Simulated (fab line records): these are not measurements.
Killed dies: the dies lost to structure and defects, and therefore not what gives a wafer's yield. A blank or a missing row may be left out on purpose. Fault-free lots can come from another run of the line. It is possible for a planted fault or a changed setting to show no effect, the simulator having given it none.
fab line records | flow n5-finfet
[record] lots = 6 | wafers = 18 | last-day = 19
route steps=1938 shown MOL_CONTACT_COAG@547 BEOL_M4@1111 PASSIVATION@1936
lots with no fault: from the same line, run without faults
start-h: the number of hours between the record's first day and the start of the first shown wafer of the lot | wait-h: hours elapsed since this lot's preceding step | " identical to the entry in the row above | L1.1+2: several wafers, shown together as one row | - value missing, or start not given | * or withheld: withheld | < > ~ a bound
route shown NAME@n: a module of which the file shows steps, and the number in the route of the first | usual: mean/standard deviation of fault-free wafers | same: alike in all rows | chamber/n: place in a boat | sites: per-site readings | _std_site: standard deviation of those values | _edge_site: inner sites' mean taken away from outer sites' mean | radius-mm: how far each site lies from the wafer's centre | mask NAME#n: copy n | behind: the last tool/chamber to shape the wafer | hold: why the lot was held/for how many hours/how that ended | device: names the non-switching transistor (n, p or np) | end of line: at the end of the route, the tests of the same wafers | step lacking rows: just its recipe | killed: at the first sort, the dies lost to defects and structure; wafer yield is something else | map: dies across one wafer; x = killed, . = not, _ = none there
set.NAME: the setting as run; set.NAME@STEP: as run at that earlier step | model.NAME: the simulator's own value behind a step, which no gauge read
lots seen at some steps along the route; tables by step, rows by wafer
services: when a tool's chamber went out of use (start-h, in hours from the record's first day, below 0 if earlier), for how many hours, and the reason
[[steps]]
[step N5_MOL_CONTACT_COAG_SPUTTER_143]
[recipe] material = Co | target-thk-a = 25 | temp-c = 25 | chamber-pressure-pa = 0.2
[step N5_MOL_CONTACT_COAG_CO_FILL_22]
[recipe] material = Co | target-thk-a = 200 | temp-c = 200 | precursor = CCTBA/H2 | pressure-torr = 30
[usual] chamber-pressure-Torr = 30.01/0.062 | heater-power-w = 224/20
lot.wafer | tool      | chamber | start-h | wait-h | chamber-pressure-Torr | heater-power-w
L379.2    | cvd-co-01 | 1       | 102.92  | 0.1    | 29.98                 | 239
L379.3    | "         | 0       | "       | "      | 29.98                 | 242
L379.4    | "         | 1       | "       | "      | 29.99                 | 239
L382.1    | cvd-co-02 | 2       | 122.16  | 0.1    | 30.08                 | 213
L382.2    | "         | 1       | "       | "      | 29.93                 | 243
L382.3    | "         | 0       | "       | "      | 29.98                 | 188
L390.4    | cvd-co-01 | 2       | 176.57  | 0.4    | 30.10                 | 217
L390.5    | "         | 0       | "       | "      | 30.03                 | 240
L390.6    | "         | 1       | "       | "      | 29.99                 | 218
L391.1    | cvd-co-01 | 0       | 177.62  | 0.2    | 29.95                 | 242
L391.2    | "         | 1       | "       | "      | 30.02                 | 225
L391.6    | "         | 1       | "       | "      | 29.97                 | 222
L392.1    | cvd-co-02 | 0       | 184.96  | 0.1    | 30.01                 | 189
L392.2    | "         | 2       | "       | "      | 30.02                 | 219
L392.4    | "         | 2       | "       | "      | 29.99                 | 218
L393.2    | cvd-co-02 | 2       | 187.55  | 0.1    | 30.08                 | 218
L393.3    | "         | 0       | "       | "      | 30.08                 | 185
L393.6    | "         | 1       | "       | "      | 29.87                 | 242
[step N5_MOL_CONTACT_COAG_ANNEAL_113]
[recipe] temp-c = 400 | time-s = 300 | ambient = H2/N2
[usual] lamp-power-pct = 2.9/0.39 | wafer_temp_C_max = 401.6/0.41
lot.wafer | tool          | chamber | start-h | wait-h | lamp-power-pct | wafer_temp_C_max
L379.2    | rtp-anneal-01 | 0       | 103.69  | 0.5    | 2.5            | 401.6
L379.3    | "             | 0       | "       | "      | 2.5            | 401.7
L379.4    | "             | 0       | "       | "      | 2.5            | 401.6
L382.1    | rtp-anneal-01 | 0       | 122.78  | 0.3    | 2.5            | 401.5
L382.2    | "             | 0       | "       | "      | 2.5            | 401.5
L382.3    | "             | 0       | "       | "      | 2.5            | 401.6
L390.4    | rtp-anneal-02 | 0       | 177.48  | 0.6    | 3.3            | 401.0
L390.5    | "             | 0       | "       | "      | 3.3            | 401.4
L390.6    | "             | 0       | "       | "      | 3.3            | 401.4
L391.1    | rtp-anneal-02 | 0       | 178.32  | 0.4    | 3.3            | 401.3
L391.2    | "             | 0       | "       | "      | 3.3            | 401.0
L391.6    | "             | 0       | "       | "      | 3.3            | 401.1
L392.1    | rtp-anneal-02 | 0       | 185.69  | 0.4    | 3.3            | 401.4
L392.2    | "             | 0       | "       | "      | 3.3            | 400.9
L392.4    | "             | 0       | "       | "      | 3.3            | 401.4
L393.2    | rtp-anneal-02 | 0       | 188.31  | 0.5    | 3.3            | 401.7
L393.3    | "             | 0       | "       | "      | 3.3            | 401.6
L393.6    | "             | 0       | "       | "      | 3.3            | 401.8
[step N5_MOL_CONTACT_COAG_PRE_CLEAN_142]
[recipe] gas = H2/He | time-s = 60 | temp-c = 300
[usual] heater-power-w = 475/38
lot.wafer | tool           | chamber | start-h | wait-h | heater-power-w
L379.2    | pvd-sputter-03 | -       | 106.10  | 2.3    | 444
L379.3    | "              | -       | "       | "      | 567
L379.4    | "              | -       | "       | "      | 462
L382.1    | pvd-sputter-02 | -       | 124.97  | 2.0    | 428
L382.2    | "              | -       | "       | "      | 429
L382.3    | "              | -       | "       | "      | 490
L390.4    | pvd-sputter-02 | -       | 179.78  | 2.2    | 479
L390.5    | "              | -       | "       | "      | 488
L390.6    | "              | -       | "       | "      | 452
L391.1    | pvd-sputter-02 | -       | 180.30  | 1.8    | 432
L391.2    | "              | -       | "       | "      | 509
L391.6    | "              | -       | "       | "      | 442
L392.1    | pvd-sputter-01 | -       | 187.66  | 1.8    | 470
L392.2    | "              | -       | "       | "      | 473
L392.4    | "              | -       | "       | "      | 453
L393.2    | pvd-sputter-01 | -       | 190.82  | 2.4    | 449
L393.3    | "              | -       | "       | "      | 469
L393.6    | "              | -       | "       | "      | 434
[step N5_MOL_CONTACT_COAG_SPUTTER_130]
[recipe] material = Co | target-thk-a = 475 | temp-c = 25 | chamber-pressure-pa = 0.5 | power-w = 3000
[usual] chamber-pressure-pa = 0.5001/0.001 | throttle-valve-pct = 29.8/0.89
lot.wafer | tool           | chamber | start-h | wait-h | chamber-pressure-pa | throttle-valve-pct
L379.2    | pvd-sputter-03 | -       | 106.16  | 0.0    | 0.5007              | 30.0
L379.3    | "              | -       | "       | "      | 0.5007              | 30.7
L379.4    | "              | -       | "       | "      | 0.4996              | 30.6
L382.1    | pvd-sputter-02 | -       | 125.03  | 0.0    | 0.5005              | 29.3
L382.2    | "              | -       | "       | "      | 0.4989              | 30.7
L382.3    | "              | -       | "       | "      | 0.5014              | 30.5
L390.4    | pvd-sputter-02 | -       | 179.84  | 0.0    | 0.5007              | 30.5
L390.5    | "              | -       | "       | "      | 0.5003              | 30.6
L390.6    | "              | -       | "       | "      | 0.5011              | 30.1
L391.1    | pvd-sputter-02 | -       | 180.36  | 0.0    | 0.5003              | 30.6
L391.2    | "              | -       | "       | "      | 0.4979              | 30.7
L391.6    | "              | -       | "       | "      | 0.5002              | 29.2
L392.1    | pvd-sputter-01 | -       | 187.72  | 0.0    | 0.5009              | 31.2
L392.2    | "              | -       | "       | "      | 0.4990              | 28.7
L392.4    | "              | -       | "       | "      | 0.5002              | 29.5
L393.2    | pvd-sputter-01 | -       | 190.88  | 0.0    | 0.5013              | 29.7
L393.3    | "              | -       | "       | "      | 0.5006              | 28.9
L393.6    | "              | -       | "       | "      | 0.4991              | 28.8
[step N5_MOL_CONTACT_COAG_PRECLEAN_125]
[recipe] chemistry = DIW | time-s = 57.5 | temp-c = 23
[step N5_MOL_CONTACT_COAG_SRD_126]
[recipe] dry-time-s = 32 | dry = n2-spin | spin-rpm = 1500
[step N5_MOL_CONTACT_COAG_CMP_23]
[recipe] stop-on = SiO2 | t-overpolish-s = 1.5 | post-cmp-clean = cu-alkaline | down-force-psi = 2 | platen-rpm = 50.289 | pad-velocity-m-s = 1.0006 | target-thk-nm = 0
[usual] motor-current-A = 7.7/0.95 | overpolish-run-s = 1.500/0.0094 | time-to-endpoint-s = 9.4/2.2
lot.wafer | tool   | chamber | start-h | wait-h | motor-current-A | overpolish-run-s | time-to-endpoint-s
L379.2    | cmp-02 | 0       | 106.36  | 0.0    | 8.4             | 1.485            | 10.4
L379.4    | "      | 1       | "       | "      | 6.9             | 1.497            | 11.6
L379.3    | "      | 3       | "       | "      | 6.5             | 1.510            | 7.5
L382.1    | cmp-02 | 0       | 125.35  | 0.2    | 8.0             | 1.504            | 9.5
L382.2    | "      | 1       | "       | "      | 7.1             | 1.493            | 6.5
L382.3    | "      | 2       | "       | "      | 7.9             | 1.498            | 10.6
L390.4    | cmp-04 | 2       | 180.06  | 0.1    | 7.4             | 1.504            | 12.9
L390.5    | "      | 1       | "       | "      | 6.9             | 1.507            | 11.9
L390.6    | "      | 2       | "       | "      | 7.2             | 1.503            | 14.7
L391.2    | cmp-04 | 0       | 180.54  | 0.0    | 9.0             | 1.505            | 8.3
L391.1    | "      | 3       | "       | "      | 6.2             | 1.510            | 9.2
L391.6    | "      | 0       | "       | "      | 9.0             | 1.515            | 9.0
L392.1    | cmp-04 | 0       | 187.91  | 0.0    | 8.4             | 1.499            | 7.3
L392.4    | "      | 2       | "       | "      | 7.3             | 1.488            | 12.3
L392.2    | "      | 3       | "       | "      | 6.4             | 1.496            | 7.2
L393.3    | cmp-02 | 0       | 191.10  | 0.1    | 7.7             | 1.496            | 8.4
L393.2    | "      | 2       | "       | "      | 8.2             | 1.500            | 9.1
L393.6    | "      | 0       | "       | "      | 7.9             | 1.521            | 9.4
[step N5_MOL_CONTACT_COAG_WET_ETCH_26]
[recipe] target = Co | target-depth-nm = 13
[step N5_MOL_CONTACT_COAG_WET_ETCH_116]
[recipe] chemistry = SC1-inhibited | target-depth-nm = 4.6 | dry = ipa-marangoni | rinse-time-s = 30 | rinse-temp-c = 23
[step N5_MOL_CONTACT_COAG_ALD_27]
[recipe] material = SiOC | target-thk-a = 170 | temp-c = 400 | ald-precursor-family = carbosiloxane | ald-co-reactant = H2-plasma | pulse-time-s = 1.5 | time-s = 2720 | purge-time-s = 2 | co-reactant-purge-time-s = 2 | ald-cycles = 340 | pressure-torr = 2
[usual] ald-cycles = 340/0 | chamber-pressure-Torr = 2.000/0.0047 | heater-power-w = 870/73 | precursor-pulse-height-rel = 1.000/0.02 | run-length-s = 2769.8/0.7 | time-s = 2720/0
lot.wafer | tool       | chamber | start-h | wait-h | ald-cycles | chamber-pressure-Torr | heater-power-w | precursor-pulse-height-rel | run-length-s | time-s | model.SiOC_of_MOL_CONTACT_COAG_ALD_27.thk-nm
L379.2    | ald-sin-03 | 3       | 107.22  | 0.0    | 340        | 1.995                 | 960            | 1.005                      | 2769.8       | 2720   | 17
L379.3    | "          | 0       | "       | "      | 340        | 2.002                 | 772            | 0.979                      | 2768.7       | 2720   | 17
L379.4    | "          | 1       | "       | "      | 340        | 2.008                 | 923            | 0.995                      | 2770.3       | 2720   | 17
L382.1    | ald-sin-02 | 3       | 126.17  | 0.0    | 340        | 1.995                 | 943            | 1.022                      | 2770.4       | 2720   | 17
L382.2    | "          | 1       | "       | "      | 340        | 2.006                 | 752            | 1.010                      | 2768.7       | 2720   | 17
L382.3    | "          | 2       | "       | "      | 340        | 1.995                 | 925            | 1.001                      | 2769.1       | 2720   | 17
L390.4    | ald-sin-02 | 3       | 181.96  | 1.2    | 340        | 2.004                 | 967            | 1.005                      | 2770.6       | 2720   | 17
L390.5    | "          | 1       | "       | "      | 340        | 1.993                 | 742            | 1.012                      | 2769.8       | 2720   | 16.8
L390.6    | "          | 2       | "       | "      | 340        | 1.990                 | 924            | 1.025                      | 2769.5       | 2720   | 17
L391.1    | ald-sin-04 | 2       | 182.36  | 1.0    | 340        | 1.995                 | 864            | 0.994                      | 2770.7       | 2720   | 16.8
L391.2    | "          | 0       | "       | "      | 340        | 2.001                 | 928            | 0.988                      | 2770.2       | 2720   | 17
L391.6    | "          | 2       | "       | "      | 340        | 1.997                 | 842            | 0.984                      | 2769.8       | 2720   | 16.8
L392.1    | ald-sin-02 | 1       | 189.84  | 1.1    | 340        | 1.995                 | 730            | 1.016                      | 2768.8       | 2720   | 17
L392.2    | "          | 0       | "       | "      | 647        | 1.997                 | 854            | 0.987                      | 5224.8       | 5176   | 32.4
L392.4    | "          | 3       | "       | "      | 647        | 2.006                 | 935            | 1.003                      | 5226.9       | 5176   | 32.4
L393.2    | ald-sin-02 | 2       | 194.63  | 2.7    | 647        | 2.001                 | 927            | 0.995                      | 5225.6       | 5176   | 32.2
L393.3    | "          | 3       | "       | "      | 340        | 1.998                 | 942            | 0.998                      | 2771.1       | 2720   | 16.8
L393.6    | "          | 2       | "       | "      | 340        | 2.003                 | 920            | 0.997                      | 2769.3       | 2720   | 17
[step N5_MOL_CONTACT_COAG_CMP_28]
[recipe] stop-on = SiNx | t-overpolish-s = 0.85 | post-cmp-clean = alkaline-brush | down-force-psi = 4.15 | platen-rpm = 51.8 | pad-velocity-m-s = 1.0307 | target-thk-nm = 14.522
[step N5_BEOL_M4_RC_MEAS_101]
[usual] DIBL_N = 37.0/1.6 | DIBL_P = 37.0/2.1 | IOFF_N = 0.17/0.032 | IOFF_P = 0.22/0.043 | ION_N = 679/13 | ION_P = 465/9.5 | SS_N = 71.7/0.59 | SS_P = 73.6/0.64 | VT_N = 249/3.2 | VT_P = -249/4.1
lot.wafer | tool      | chamber | start-h | wait-h | DIBL_N[mV/V] | DIBL_P[mV/V] | IOFF_N[nA/um] | IOFF_P[nA/um] | ION_N[uA/um] | ION_P[uA/um] | SS_N[mV/dec] | SS_P[mV/dec] | VT_N[mV] | VT_P[mV]
L379.2    | prober-01 | 0       | 239.54  | 0.2    | 35.2         | 35.9         | 0.13          | 0.17          | 667          | 460          | 72.0         | 72.2         | 255      | -255
L379.3    | "         | 0       | "       | "      | 36.2         | 36.9         | 0.14          | 0.20          | 675          | 466          | 71.6         | 73.9         | 253      | -254
L379.4    | "         | 0       | "       | "      | 36.2         | 36.4         | 0.14          | 0.18          | 663          | 455          | 71.5         | 73.4         | 254      | -253
L382.1    | prober-01 | 0       | 258.65  | 0.0    | 37.2         | 36.1         | 0.17          | 0.20          | 688          | 463          | 71.7         | 73.4         | 249      | -250
L382.2    | "         | 0       | "       | "      | 38.5         | 36.6         | 0.20          | 0.21          | 675          | 455          | 72.7         | 73.7         | 248      | -248
L382.3    | "         | 0       | "       | "      | 37.8         | 37.9         | 0.18          | 0.22          | 691          | 467          | 71.5         | 73.6         | 246      | -250
L390.4    | prober-02 | 0       | 306.50  | 0.5    | 37.5         | 37.4         | 0.18          | 0.28          | 692          | 486          | 72.5         | 74.1         | 246      | -241
L390.5    | "         | 0       | "       | "      | 35.8         | 34.2         | 0.16          | 0.23          | 697          | 478          | 71.4         | 72.6         | 249      | -245
L390.6    | "         | 0       | "       | "      | 37.1         | 34.9         | 0.17          | 0.25          | 682          | 471          | 71.6         | 73.1         | 247      | -242
L391.1    | prober-02 | 0       | 320.14  | 0.0    | 33.8         | 32.9         | 0.13          | 0.19          | 673          | 468          | 70.7         | 73.3         | 252      | -248
L391.2    | "         | 0       | "       | "      | 36.9         | 36.9         | 0.17          | 0.27          | 677          | 473          | 71.8         | 73.8         | 247      | -246
L391.6    | "         | 0       | "       | "      | 34.1         | 33.1         | 0.12          | 0.20          | 671          | 467          | 71.8         | 72.4         | 251      | -250
L392.1    | prober-01 | 0       | 334.98  | 0.0    | 37.1         | 35.4         | 0.14          | 0.19          | 668          | 459          | 71.3         | 72.7         | 252      | -250
L392.2    | "         | 0       | "       | "      | 35.2         | 33.4         | 0.12          | 0.17          | 668          | 459          | 71.1         | 72.4         | 254      | -252
L392.4    | "         | 0       | "       | "      | 38.4         | 36.3         | 0.17          | 0.20          | 678          | 458          | 71.8         | 73.1         | 248      | -250
L393.2    | prober-02 | 0       | 338.29  | 0.2    | 37.7         | 37.2         | 0.18          | 0.24          | 680          | 463          | 72.7         | 74.3         | 250      | -247
L393.3    | "         | 0       | "       | "      | 38.0         | 38.3         | 0.19          | 0.27          | 687          | 464          | 71.7         | 74.0         | 247      | -245
L393.6    | "         | 0       | "       | "      | 37.1         | 36.7         | 0.18          | 0.24          | 677          | 459          | 71.2         | 73.4         | 245      | -248
[step N5_PASSIVATION_PROBE_49]
[usual] defect-limited-yield = 91.2/1.6 | killed_at_M0_to_M3 = 33/11 | killed_at_M4_up = 14/5 | killed-at-contacts = 12/5.8 | killed-at-front-end = 41/12 | killed-at-other = 3.5/2.9 | killed-dies = 104/19 | killed-open = 68/14 | killed-short = 34/8.8 | sort_bin_5_function = 5.2/1.1 | sort_bin_6_memory = 3.2/0.71 | sort-n-pass = 1076/19 | sort-yield-pct = 91.2/1.6
[same] gross-dies = 1180 | killed-at-back-side = 0 | sort_bin_4_leakage[%] = 0 | sort_bin_8_speed[%] = 0
lot.wafer | tool      | chamber | start-h | wait-h | defect-limited-yield[%] | killed_at_M0_to_M3 | killed_at_M4_up | killed-at-contacts | killed-at-front-end | killed-at-other | killed-dies | killed-open | killed-short | sort_bin_5_function[%] | sort_bin_6_memory[%] | sort-n-pass | sort-yield-pct[%]
L379.2    | prober-01 | -       | 349.05  | 0.1    | 91.8                    | 28                 | 10              | 7                  | 50                  | 2               | 97          | 57          | 39           | 4.3                    | 3.6                  | 1083        | 91.8
L379.3    | prober-01 | -       | 349.10  | 0.1    | 91.4                    | 46                 | 9               | 11                 | 33                  | 2               | 101         | 69          | 30           | 5.5                    | 2.9                  | 1079        | 91.4
L379.4    | prober-01 | -       | 349.15  | 0.2    | 91.9                    | 22                 | 15              | 23                 | 33                  | 3               | 96          | 68          | 26           | 4.7                    | 3.3                  | 1084        | 91.9
L390.4    | prober-01 | -       | 416.33  | 0.2    | 91.4                    | 25                 | 17              | 2                  | 52                  | 6               | 102         | 59          | 43           | 4.7                    | 3.6                  | 1078        | 91.4
L390.5    | prober-01 | -       | 416.38  | 0.2    | 89.7                    | 48                 | 14              | 18                 | 40                  | 2               | 122         | 84          | 38           | 6.2                    | 3.8                  | 1058        | 89.7
L390.6    | prober-01 | -       | 416.43  | 0.3    | 90.9                    | 41                 | 10              | 14                 | 35                  | 7               | 107         | 74          | 28           | 5.2                    | 3.2                  | 1073        | 90.9
L391.1    | prober-02 | -       | 424.96  | 0.0    | 91.0                    | 39                 | 12              | 3                  | 44                  | 8               | 106         | 72          | 34           | 5.4                    | 3.2                  | 1074        | 91.0
L391.2    | prober-02 | -       | 425.01  | 0.1    | 90.9                    | 37                 | 18              | 14                 | 35                  | 3               | 107         | 73          | 34           | 5.3                    | 3.8                  | 1073        | 90.9
L391.6    | prober-02 | -       | 425.21  | 0.3    | 90.0                    | 58                 | 14              | 11                 | 32                  | 3               | 118         | 75          | 43           | 5.1                    | 4.7                  | 1062        | 90.0
// killed by level:class
L379.2 FIN_SAQP:geometric-particle:short=9 STI_FIN_REVEAL:geometric-particle:open=9 FIN_SAQP:geometric-particle:open=8 BEOL_M3:geometric-particle:open=8 GATE_CUT:geometric-particle:short=8 BEOL_M2:geometric-particle:open=8 BEOL_M1:geometric-particle:open=6 DUMMY_GATE:geometric-particle:open=4
L379.3 BEOL_M0_SAQP:geometric-particle:open=12 BEOL_M1:geometric-particle:open=11 MOL_CONTACT_COAG:geometric-particle:open=11 FIN_SAQP:geometric-particle:open=9 BEOL_M0_SAQP:geometric-particle:short=8 BEOL_M2:geometric-particle:open=7 GATE_CUT:geometric-particle:short=4 BEOL_M1:geometric-particle:short=4
L379.4 MOL_CONTACT_COAG:geometric-particle:open=16 BEOL_M4:geometric-particle:open=10 MOL_CONTACT_COAG:geometric-particle:short=7 FIN_SAQP:geometric-particle:open=6 BEOL_M1:geometric-particle:open=6 BEOL_M2:geometric-particle:open=6 STI_FIN_REVEAL:geometric-particle:open=4 BEOL_M0_SAQP:geometric-particle:open=4
L390.4 FIN_SAQP:geometric-particle:open=11 FIN_SAQP:geometric-particle:short=11 BEOL_M0_SAQP:geometric-particle:open=11 BEOL_M4:geometric-particle:open=10 BEOL_M0_SAQP:geometric-particle:short=7 GATE_CUT:geometric-particle:short=6 STI_FIN_REVEAL:geometric-particle:open=4 DUMMY_GATE:geometric-particle:short=4
L390.5 MOL_CONTACT_COAG:geometric-particle:open=18 BEOL_M0_SAQP:geometric-particle:open=13 BEOL_M3:geometric-particle:open=12 FIN_SAQP:geometric-particle:short=10 BEOL_M0_SAQP:geometric-particle:short=9 DUMMY_GATE:geometric-particle:open=8 FIN_SAQP:geometric-particle:open=6 GATE_CUT:geometric-particle:short=6
L390.6 MOL_CONTACT_COAG:geometric-particle:open=12 BEOL_M3:geometric-particle:open=12 FIN_SAQP:geometric-particle:open=11 BEOL_M2:geometric-particle:open=11 FIN_SAQP:geometric-particle:short=8 BEOL_M0_SAQP:geometric-particle:open=8 BEOL_M5:geometric-particle:open=7 BEOL_M0_SAQP:geometric-particle:short=7
L391.1 FIN_SAQP:geometric-particle:open=14 BEOL_M2:geometric-particle:open=9 BEOL_M0_SAQP:geometric-particle:open=8 FIN_SAQP:geometric-particle:short=6 DUMMY_GATE:geometric-particle:open=6 BEOL_M4:geometric-particle:open=6 BEOL_M0_SAQP:geometric-particle:short=5 BEOL_M2:geometric-particle:short=5
L391.2 MOL_CONTACT_COAG:geometric-particle:open=13 BEOL_M0_SAQP:geometric-particle:open=9 FIN_SAQP:geometric-particle:short=7 FIN_SAQP:geometric-particle:open=6 BEOL_M0_SAQP:geometric-particle:short=6 BEOL_M4:geometric-particle:open=6 BEOL_M2:geometric-particle:open=5 GATE_CUT:geometric-particle:short=5
L391.6 BEOL_M0_SAQP:geometric-particle:short=17 BEOL_M0_SAQP:geometric-particle:open=15 BEOL_M2:geometric-particle:open=11 MOL_CONTACT_COAG:geometric-particle:open=9 FIN_SAQP:geometric-particle:open=8 BEOL_M2:geometric-particle:short=7 BEOL_M1:geometric-particle:open=5 BEOL_M4:geometric-particle:open=5
[[services]]
tool           | chamber | start-h | hours | kind
ald-sin-04     | 3       | 85.16   | 20.9  | repair
ald-sin-02     | -       | 85.96   | 6.1   | pm
ald-sin-03     | -       | 114.39  | 6.1   | pm
cvd-co-01      | 1       | 114.67  | -     | clean
cvd-co-01      | 1       | 114.67  | 22.0  | scheduled-down
cvd-co-01      | 1       | 114.67  | 22.0  | vent-cycle
pvd-sputter-03 | -       | 119.69  | 7.0   | repair
cmp-04         | -       | 121.36  | 3.4   | repair
pvd-sputter-02 | -       | 123.05  | 1.0   | repair
cvd-co-02      | 0       | 126.95  | 5.1   | repair
cmp-02         | -       | 127.43  | 5.4   | pm
cvd-co-02      | -       | 128.08  | 6.9   | pm
cmp-02         | -       | 133.88  | 3.1   | repair
pvd-sputter-02 | -       | 137.09  | 1.4   | repair
cmp-04         | -       | 149.67  | 7.2   | pm
ald-sin-04     | -       | 165.04  | 6.0   | pm
cmp-02         | -       | 166.33  | 0.5   | repair
cvd-co-02      | -       | 172.81  | 4.3   | pm
cmp-04         | -       | 173.78  | 4.8   | repair
ald-sin-03     | -       | 178.21  | 14.0  | pm
ald-sin-03     | 0       | 178.21  | 14.0  | vent-cycle
ald-sin-03     | 1       | 178.21  | 14.0  | vent-cycle
ald-sin-03     | 2       | 178.21  | 14.0  | vent-cycle
ald-sin-03     | 3       | 178.21  | 14.0  | vent-cycle
[[key]]
[first-sign] step = N5_MOL_CONTACT_COAG_ALD_27 | reading = ald-cycles | direction = up | sigmas = 99+ | usual = * | struck = *
[effect] step = N5_MOL_CONTACT_COAG_ALD_27 | reading = time-s | direction = up | sigmas = 99+ | usual = * | struck = *
[model-effect] step = N5_MOL_CONTACT_COAG_ALD_27 | value = SiOC_of_MOL_CONTACT_COAG_ALD_27.thk-nm | without = 16.93 | struck = 32.33
met-at N5_MOL_CONTACT_COAG_ALD_27
struck-wafers L392.2,L392.4,L393.2
onset-between 181.96 189.84
[fault] kind = process-parameter-drift | tool = ald-sin-02 | chamber = - | onset-h = 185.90 | steps = N5_MOL_CONTACT_COAG_ALD_27 | channel = ald-cycles | offset = * | shape = step | end-h = 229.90 | scope = struck-wafers-only | acts-in = * | stated = *
